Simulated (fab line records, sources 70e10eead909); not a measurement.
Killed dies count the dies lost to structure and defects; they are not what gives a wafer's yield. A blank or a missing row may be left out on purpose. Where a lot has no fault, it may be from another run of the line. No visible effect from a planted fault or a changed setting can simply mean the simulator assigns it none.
Matching of chambers -- flow nandHarc -- NHARC_A_CONTACT_DEP_24 on pecvd-01 has 3 sister chambers
The step deposits SiO2, target thk 500 nm. 3 wafers are shown with their chamber, then 10 later ones without.

WAFERS PAIRED WITH THEIR CHAMBERS
wafer,chamber,heaterPowerW (W)
L087.6,1,648
L088.4,0,556
L088.5,2,470

WAFERS MISSING THEIR CHAMBER
wafer,heaterPowerW (W)
L088.6,583
L091.2,516
L091.3,543
L091.6,422
L092.1,610
L092.5,514
L092.6,480
L097.2,421
L097.4,461
L097.5,486

THE CHAMBER EACH PASSED THROUGH
wafer,from the rows above,in truth
L088.6,can't be placed: 0 or 1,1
L091.2,can't be placed: 0 or 2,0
L091.3,can't be placed: 0 or 2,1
L091.6,2,2
L092.1,can't be placed: 1 or 0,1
L092.5,can't be placed: 0 or 2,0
L092.6,2,2
L097.2,2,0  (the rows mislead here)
L097.4,2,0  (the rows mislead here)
L097.5,can't be placed: 2 or 0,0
Correct placement for 2 of the 10. Cannot be placed on the basis of these rows: 6; the candidates contain the true chamber in 5. Number placed wrongly: 2.
How it was worked out, from the rows above alone: a wafer's distance from a chamber is the root of the sum, over the readings, of the square of ((its reading less the chamber's mean) divided by the reading's scatter). The wafer belongs to the nearest chamber; if the next one is less than 2 further off, it can't be placed. Each chamber's mean is taken over the wafers shown for it. The scatter (one wafer shown for each chamber): square how far every hidden wafer sits from the nearest shown wafer, average those squares and take the square root.
